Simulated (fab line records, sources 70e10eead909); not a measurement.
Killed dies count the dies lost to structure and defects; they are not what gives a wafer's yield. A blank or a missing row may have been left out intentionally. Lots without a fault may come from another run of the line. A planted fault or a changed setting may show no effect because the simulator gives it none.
Matching of chambers / flow nand-harc / NHARC_A_STAIRCASE_DEP_156 on pecvd-04: 3 sister chambers
The step deposits SiNx, target thk 50 nm. 6 wafers are shown with their chamber, then 9 later ones without.

== WAFERS PAIRED WITH THEIR CHAMBERS ==
wafer=L087.1; chamber=2; heater-power-w (W)=840
wafer=L089.1; chamber=1; heater-power-w (W)=735
wafer=L089.5; chamber=0; heater-power-w (W)=660
wafer=L088.1; chamber=1; heater-power-w (W)=767
wafer=L088.2; chamber=2; heater-power-w (W)=839
wafer=L088.3; chamber=0; heater-power-w (W)=676

== WAFERS WITH NO CHAMBER GIVEN ==
wafer=L091.1; heater-power-w (W)=794
wafer=L091.3; heater-power-w (W)=742
wafer=L091.5; heater-power-w (W)=563
wafer=L092.1; heater-power-w (W)=715
wafer=L092.4; heater-power-w (W)=634
wafer=L092.6; heater-power-w (W)=830
wafer=L094.3; heater-power-w (W)=632
wafer=L094.4; heater-power-w (W)=645
wafer=L094.6; heater-power-w (W)=665

== CHAMBER TAKEN BY EACH ==
wafer=L091.1; from the rows above=can't be placed: 1 or 2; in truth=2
wafer=L091.3; from the rows above=1; in truth=1
wafer=L091.5; from the rows above=0; in truth=0
wafer=L092.1; from the rows above=can't be placed: 1 or 0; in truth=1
wafer=L092.4; from the rows above=0; in truth=0
wafer=L092.6; from the rows above=2; in truth=2
wafer=L094.3; from the rows above=0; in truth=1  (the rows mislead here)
wafer=L094.4; from the rows above=0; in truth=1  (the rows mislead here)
wafer=L094.6; from the rows above=0; in truth=0
5 of 9 placed correctly. Cannot be placed on the basis of these rows: 2; the candidates contain the true chamber in 2. Number placed wrongly: 2.
How it was worked out, from the rows above alone: a wafer's distance from a chamber is the root of the sum, over the readings, of the square of ((its reading less the chamber's mean) divided by the reading's scatter). The wafer belongs to the nearest chamber; if the next one is less than 2 further off, it can't be placed. For every chamber, the mean is computed from those of its wafers that are shown. How the scatter is found: for the shown wafers, subtract from each reading the mean of its chamber, square and add these, divide the total by (wafers less chambers), then take the root.
